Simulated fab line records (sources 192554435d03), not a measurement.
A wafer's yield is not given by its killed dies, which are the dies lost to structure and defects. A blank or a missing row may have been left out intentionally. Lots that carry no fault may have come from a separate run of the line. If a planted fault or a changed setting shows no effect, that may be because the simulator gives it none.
fab line records	flow n5-finfet
record: lots: 5	wafers: 15	last-day: 15
route steps=1938 shown BEOL_M6@1254 BEOL_M7@1263 PASSIVATION@1936
lots with no fault: from the same line, run without faults
start-h: the number of hours between the record's first day and the start of the first shown wafer of the lot	wait-h: hours since the lot's step before	" the same as in the row above	L1.1+2: several wafers, shown together as one row	- value missing, or start not given	* or withheld: withheld	< > ~ a bound
route shown NAME@n: a module of which the file shows steps, and the number in the route of the first	usual: average and standard deviation across the fault-free wafers	same: alike in all rows	chamber/n: place in a boat	sites: readings site by site	_std_site: the standard deviation of these	_edge_site: outer sites' mean less inner sites'	radius-mm: for every site, how far away it sits from the centre of the wafer	mask NAME#n: copy n	behind: the tool/chamber that last shaped the wafer	hold: cause of the lot's hold/its duration in hours/its outcome	device: which transistor (n, p or np) failed to switch	end of line: the route-end tests of the same wafers	step lacking rows: just its recipe	killed: the dies lost at the first sort to structure and to defects; this is not the yield of the wafer	map: per-die view of a wafer (x killed, . not killed, _ where there is no die)
set.NAME: the setting that was run; set.NAME@STEP: the one run at that earlier step	model.NAME: the simulator's own value behind a step, which no gauge read
lots seen at some steps along the route; tables by step, rows by wafer
services: when a tool's chamber went out of use (start-h, in hours from the record's first day, below 0 if earlier), for how many hours, and the reason
== steps ==
step: N5_BEOL_M6_SPUTTER_48
recipe: material: Cu	target-thk-a: 100	temp-c: -20	bias-v: 60	power-w: 26000	chamber-pressure-pa: 0.13	time-s: 1.667
step: N5_BEOL_M6_ECD_50
recipe: material: Cu	target-thk-a: 3000
step: N5_BEOL_M6_ANNEAL_51
recipe: temp-c: 225	time-s: 90	ambient: N2
step: N5_BEOL_M6_CMP_52
recipe: stop-on: SiCOH_lowk	t-overpolish-s: 6.9	down-force-psi: 1	platen-rpm: 50	clearing-platen-down-force-psi: 1.5	clearing-platen-rpm: 50	post-cmp-clean: cu-alkaline	target-thk-nm: 80	clearing-platen-pad-velocity-m-s: 0.99484	pad-velocity-m-s: 0.99484
step: N5_BEOL_M6_PRE_CLEAN_55
recipe: gas: NH3	time-s: 15	temp-c: withheld	rf-power-w: 300
step: N5_BEOL_M6_DEP_56
recipe: material: SiCN	target-thk-a: 100	temp-c: withheld	precursor: 3MS/NH3	pressure-torr: 3	rf-w: 202	time-s: 17.5
step: N5_BEOL_M7_ILD_DEP_00
recipe: material: SiCOH_lowk	target-thk-a: 1797.5	temp-c: 300	precursor: DEMS/porogen	pressure-torr: 5	rf-w: 500	time-s: 33.4
step: N5_BEOL_M7_CURE_74
recipe: temp-c: 385	time-s: 240	ambient: He/Ar	material: SiCOH_lowk
step: N5_BEOL_M7_PECVD_70
recipe: material: SiO2	target-thk-a: 200	temp-c: 400	precursor: TEOS/O2	pressure-torr: 5.5	rf-w: 450	teos-flow-sccm: 53.8	gas: O2	flow-sccm: 3000	time-s: 22.7
usual: heater-power-outer-w: 454/72	heater-power-w: 764/120	showerhead-plenum-p-Torr: 8.78/0.064	throttle-valve-pct: 22.7/0.93
lot.wafer	tool	chamber	start-h	wait-h	heater-power-outer-w	heater-power-w	showerhead-plenum-p-Torr	throttle-valve-pct
L167.2	pecvd-01	0	194.49	0.0	474	888	8.77	23.7
L167.4	"	0	"	"	487	886	8.74	23.7
L167.6	"	2	"	"	391	666	8.69	21.3
L172.2	pecvd-01	0	231.66	0.0	507	898	8.76	23.9
L172.3	"	1	"	"	548	907	8.76	23.6
L172.5	"	1	"	"	542	912	8.77	23.7
L173.3	pecvd-01	2	234.48	0.0	449	764	8.69	21.4
L173.5	"	0	"	"	504	901	8.79	23.6
L173.6	"	1	"	"	515	858	8.76	23.7
L176.3	pecvd-01	0	257.40	0.0	454	855	8.77	23.8
L176.5	"	2	"	"	358	626	8.71	21.9
L176.6	"	1	"	"	563	919	8.78	23.7
L181.1	pecvd-03	1	287.61	0.0	373	619	8.84	23.2
L181.2	"	0	"	"	362	551	8.85	22.2
L181.3	"	2	"	"	483	826	8.73	21.8
step: N5_BEOL_M7_HM_DEP_02
recipe: material: TiN	target-thk-a: 200	temp-c: 25	chamber-pressure-pa: 0.49996
step: N5_BEOL_M7_COAT_59
recipe: resist: SOC	temp-c: 250	time-s: 60	spin-rpm: 1500	resist-thk-nm: 100
step: N5_BEOL_M7_COAT_60
recipe: resist: SiARC	temp-c: 220	time-s: 60	spin-rpm: 1500	resist-thk-nm: 35
step: N5_BEOL_M7_COAT_05
recipe: resist: CAR-ArF	spin-rpm: 1500	resist-thk-nm: 90
step: N5_BEOL_M7_EBR_07
recipe: solvent: PGMEA	ebr-width-mm: 1.5
step: N5_BEOL_M7_SOFTBAKE_06
recipe: temp-c: 110	time-s: 60	resist: CAR-ArF
step: N5_BEOL_M7_EXPOSE_08
recipe: mask-id: M7	na: 1.35	source-shape: dipole	sigma-inner: 0.817	sigma-outer: 0.97	polarization: te	dose-mj: 68.25
step: N5_BEOL_M7_PEB_09
recipe: peb-temp-c: withheld	peb-time-s: 60	resist: CAR-ArF
step: N5_BEOL_M7_DEVELOP_10
recipe: develop-time-s: 30	developer: TMAH	resist: CAR-ArF	rinse-liquid: diw	dry: air-spin	dev-temp-c: 23
step: N5_BEOL_M7_INSPECT_13
recipe: mode: adi	inspect-instrument: brightfield
usual: raw-defect-count: 412/94
lot.wafer	tool	chamber	start-h	wait-h	raw-defect-count
L167.2	defect-inspect-02	-	196.21	0.0	512
L167.4	"	-	"	"	374
L167.6	"	-	"	"	482
L172.2	defect-inspect-01	-	233.56	0.0	1074
L172.3	"	-	"	"	1181
L172.5	"	-	"	"	1241
L173.3	defect-inspect-02	-	236.64	0.0	1100
L173.5	"	-	"	"	1052
L173.6	"	-	"	"	1077
L176.3	defect-inspect-01	-	259.23	0.0	1026
L176.5	"	-	"	"	1139
L176.6	"	-	"	"	993
L181.1	defect-inspect-02	-	288.57	0.0	605
L181.2	"	-	"	"	430
L181.3	"	-	"	"	522
step: N5_BEOL_M7_DESCUM_16
recipe: chemistry: O2	time-s: 7.9	source-power-w: 50	bias-power-w: 20	pressure-mtorr: 20	rf-frequency-hz: 2.712e+07	temp-c: 40	resist: CAR-ArF	o2-flow-sccm: 225
step: N5_PASSIVATION_PROBE_49
usual: defect-limited-yield: 91.1/1.3	killed_at_M0_to_M3: 36/10	killed_at_M4_up: 14/4.4	killed-at-contacts: 14/5.7	killed-at-front-end: 39/9.4	killed-at-other: 2.9/2.6	killed-dies: 105/15	killed-on-rim: 14/3.5	killed-open: 70/12	killed-short: 34/7.1	sort_bin_5_function: 5.3/0.77	sort_bin_6_memory: 3.3/0.66	sort-n-pass: 1075/15	sort-yield-pct: 91.1/1.3
same: gross-dies: 1180	killed-at-back-side: 0	sort_bin_4_leakage[%]: 0	sort_bin_8_speed[%]: 0
lot.wafer	tool	chamber	start-h	wait-h	defect-limited-yield[%]	killed_at_M0_to_M3	killed_at_M4_up	killed-at-contacts	killed-at-front-end	killed-at-other	killed-dies	killed-on-rim	killed-open	killed-short	sort_bin_5_function[%]	sort_bin_6_memory[%]	sort-n-pass	sort-yield-pct[%]
L167.2	prober-02	-	278.78	0.1	90.7	39	11	11	47	2	110	13	77	33	5.5	3.6	1070	90.7
L167.4	prober-02	-	278.88	0.2	90.6	45	12	6	41	7	111	23	75	35	5.8	3.4	1069	90.6
L167.6	prober-02	-	278.98	0.3	92.0	31	7	12	42	2	94	8	60	34	4.7	3.1	1086	92.0
L173.3	prober-02	-	315.34	0.1	83.6	36	107	10	40	1	194	25	55	39	10.0	3.5	986	83.6
L173.5	prober-02	-	315.44	0.2	82.9	29	130	7	32	4	202	18	45	32	10.2	3.6	978	82.9
L173.6	prober-02	-	315.49	0.3	81.4	39	128	17	35	1	220	33	59	42	11.3	5.1	960	81.4
L172.2	prober-02	-	316.93	0.1	81.1	35	139	12	30	7	223	20	60	30	12.9	3.6	957	81.1
L172.3	prober-02	-	316.98	0.1	83.8	17	124	12	31	7	191	22	51	25	9.2	3.8	989	83.8
L172.5	prober-02	-	317.08	0.2	84.4	31	118	6	20	9	184	24	42	25	9.2	3.5	996	84.4
L176.3	prober-01	-	336.33	0.1	80.5	35	147	17	30	1	230	18	70	29	12.1	4.6	950	80.5
L176.5	prober-01	-	336.43	0.2	80.8	22	115	21	65	3	226	32	90	34	12.2	4.2	954	80.8
L176.6	prober-01	-	336.48	0.3	82.4	22	133	17	34	2	208	31	66	25	11.3	3.7	972	82.4
killed by level:class
L167.2 FIN_SAQP:geometric-particle:open=13 FIN_SAQP:geometric-particle:short=9 MOL_CONTACT_COAG:geometric-particle:open=9 BEOL_M0_SAQP:geometric-particle:open=9 BEOL_M2:geometric-particle:open=8 DUMMY_GATE:geometric-particle:open=7 BEOL_M3:geometric-particle:open=6 BEOL_M4:geometric-particle:open=6
L167.4 BEOL_M2:geometric-particle:open=12 BEOL_M0_SAQP:geometric-particle:open=9 FIN_SAQP:geometric-particle:open=6 DUMMY_GATE:geometric-particle:open=6 ILD0:geometric-particle:open=6 BEOL_M0_SAQP:geometric-particle:short=6 BEOL_M3:geometric-particle:open=6 MOL_CONTACT_COAG:geometric-particle:open=5
L167.6 MOL_CONTACT_COAG:geometric-particle:open=12 FIN_SAQP:geometric-particle:open=8 BEOL_M0_SAQP:geometric-particle:open=7 DUMMY_GATE:geometric-particle:open=5 BEOL_M3:geometric-particle:short=5 BEOL_M3:geometric-particle:open=5 FIN_SAQP:geometric-particle:short=4 DUMMY_GATE:geometric-particle:short=4
L173.3 BEOL_M7:unspecified=99 BEOL_M0_SAQP:geometric-particle:open=10 BEOL_M0_SAQP:geometric-particle:short=9 FIN_SAQP:geometric-particle:short=8 MOL_CONTACT_COAG:geometric-particle:open=8 BEOL_M3:geometric-particle:open=7 GATE_CUT:geometric-particle:short=7 STI_FIN_REVEAL:geometric-particle:open=5
L173.5 BEOL_M7:unspecified=124 BEOL_M0_SAQP:geometric-particle:open=10 FIN_SAQP:geometric-particle:short=9 BEOL_M0_SAQP:geometric-particle:short=7 STI_FIN_REVEAL:geometric-particle:open=6 MOL_CONTACT_COAG:geometric-particle:open=5 BEOL_M2:geometric-particle:open=4 STARTING-WAFER:geometric-particle:open=4
L173.6 BEOL_M7:unspecified=118 MOL_CONTACT_COAG:geometric-particle:open=14 FIN_SAQP:geometric-particle:short=12 BEOL_M0_SAQP:geometric-particle:open=11 BEOL_M0_SAQP:geometric-particle:short=9 FIN_SAQP:geometric-particle:open=8 BEOL_M3:geometric-particle:open=8 GATE_CUT:geometric-particle:short=7
L172.2 BEOL_M7:unspecified=130 MOL_CONTACT_COAG:geometric-particle:open=10 BEOL_M0_SAQP:geometric-particle:short=7 STI_FIN_REVEAL:geometric-particle:open=7 BEOL_M0_SAQP:geometric-particle:open=7 BEOL_M4:geometric-particle:open=6 BEOL_M1:geometric-particle:open=6 FIN_SAQP:geometric-particle:short=5
L172.3 BEOL_M7:unspecified=114 MOL_CONTACT_COAG:geometric-particle:open=9 BEOL_M2:geometric-particle:open=8 FIN_SAQP:geometric-particle:short=6 STI_FIN_REVEAL:geometric-particle:open=6 ILD0:geometric-particle:short=5 BEOL_M4:geometric-particle:open=5 FIN_SAQP:geometric-particle:open=4
L172.5 BEOL_M7:unspecified=115 STI_FIN_REVEAL:geometric-particle:open=6 MOL_CONTACT_COAG:geometric-particle:open=6 BEOL_M0_SAQP:geometric-particle:open=6 BEOL_M3:geometric-particle:open=6 FIN_SAQP:geometric-particle:short=4 BEOL_M0_SAQP:geometric-particle:short=4 BEOL_M0:geometric-particle:open=4
L176.3 BEOL_M7:unspecified=131 MOL_CONTACT_COAG:geometric-particle:open=12 BEOL_M2:geometric-particle:open=11 FIN_SAQP:geometric-particle:open=7 DUMMY_GATE:geometric-particle:open=6 BEOL_M0_SAQP:geometric-particle:short=5 MOL_CONTACT_COAG:geometric-particle:short=5 BEOL_M0:geometric-particle:open=5
L176.5 BEOL_M7:unspecified=102 FIN_SAQP:geometric-particle:open=25 MOL_CONTACT_COAG:geometric-particle:open=16 FIN_SAQP:geometric-particle:short=12 STI_FIN_REVEAL:geometric-particle:open=8 GATE_CUT:geometric-particle:open=7 MOL_CONTACT_COAG:geometric-particle:short=5 BEOL_M0_SAQP:geometric-particle:open=4
L176.6 BEOL_M7:unspecified=116 MOL_CONTACT_COAG:geometric-particle:open=15 FIN_SAQP:geometric-particle:open=8 STI_FIN_REVEAL:geometric-particle:open=7 FIN_SAQP:geometric-particle:short=6 BEOL_M0_SAQP:geometric-particle:open=6 BEOL_M4:geometric-particle:open=6 BEOL_M0_SAQP:geometric-particle:short=5
map L172.2 (x killed, . not)
_________________.......x....________________
______________.....x......x.x.x._____________
___________........................__________
__________..x...x..................._________
________............x................._______
_______.......................x........______
______...x....................x..x...x.x_____
_____...............x.........x..........____
____...x...........x..x............xx.....___
___..x.xx......x......x.................xx.__
___......x......x...............x..........__
__......x.......................x.....x....._
__.x........................x....x....x....._
_xxxx.......................x......x.........
_...............x............................
_....................x..x.........xx...x.....
_.......................x....................
_.......x......x...........x...x.....x...x...
_..x......................x..x...x.xxx.......
_...............x...x..x....x..xxxxxxxxx....x
_...x...........x...x........xxxxxxxxxxx..x.x
__...............x........xxxxxxxxxxxxxx.x.._
__...............x....x...xxxxxxxxxxxxxxxx.x_
___........................xxxxxxxxxxxxx..x__
___.......................xxxxxxxxxxxxxxx..__
____..xx.......x..........xxxxxxxxxxxxxxx.___
_____..............x........x.xxxxxxxxxx.____
______........x............xxxxxxxxxxxx._____
_______....x.......x..........xxxxx.xxx______
________....x...........x......x..x.x._______
__________x............xx..........._________
___________.....x...........x......__________
______________xx................_____________
_________________............________________
map L173.6 (x killed, . not)
_________________............________________
______________..x..............._____________
___________..x................x....__________
__________xx....x..x.x...........x.._________
________.......x..x..................._______
_______.xx........x............x.......______
______xx...x..............x........x...._____
_____xxxxx.......x.x.....x............x..____
____xxxxxx.x.x...x...x.........x.x......xx___
___xxxxxxxxx...............................__
___xxxxxxxxxxx..x...............xx..x......__
__xxxxxxxxxx.x.......x.................x...._
__xxxxxxxxxxxx.x......x..x......x.....xx...._
_xxxxxxxxxxx.x...x.......x........x.....x....
_xxxxxxxxxxxxx..........................x....
_xxxxxxxxxxxxx..x................x.xx........
_..x.xxxxxxxx................................
_.x.x.xxx.x.xx.....x........................x
_..x..xx...x......x...x...x..................
_...x..........x.x...........................
_...x...............................x....x...
__..............xx...........x........x....._
__......................x.....x...xx........_
___...x........x.xx........................__
___............................xx.........x__
____x..............x...........x......x...___
_____...........x..x.............x.......____
______...........................x......_____
_______.....xx......x......x..........x______
________....x.....x..................._______
__________......x..........x...x...._________
___________x..............x...x....__________
______________.xx....x.....x.x.._____________
_________________........x..x________________
== services ==
tool	chamber	start-h	hours	kind
pecvd-03	-	182.57	0.5	repair
pecvd-03	0	267.79	5.5	scheduled-down
pecvd-01	1	271.54	5.0	scheduled-down
== key ==
first-sign: step: N5_BEOL_M7_INSPECT_13	reading: raw-defect-count	direction: up	sigmas: 7.3	usual: 412	struck: 1098
effect: step: N5_PASSIVATION_PROBE_49	reading: killed_at_M4_up	direction: up	sigmas: 25	usual: 14	struck: 127
more-kills-born-at: N5_BEOL_M7_PECVD_70@pecvd-01: 1049
met-at N5_BEOL_M7_PECVD_70
struck-wafers L172.2,L172.3,L172.5,L173.3,L173.5,L173.6,L176.3,L176.5,L176.6
onset-between 194.49 231.66
fault: kind: chamber-particle-source	tool: pecvd-01	chamber: -	onset-h: 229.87	steps: N5_BEOL_M7_PECVD_70	rate-per-visit-cm2: 1.0629	end-h: 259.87
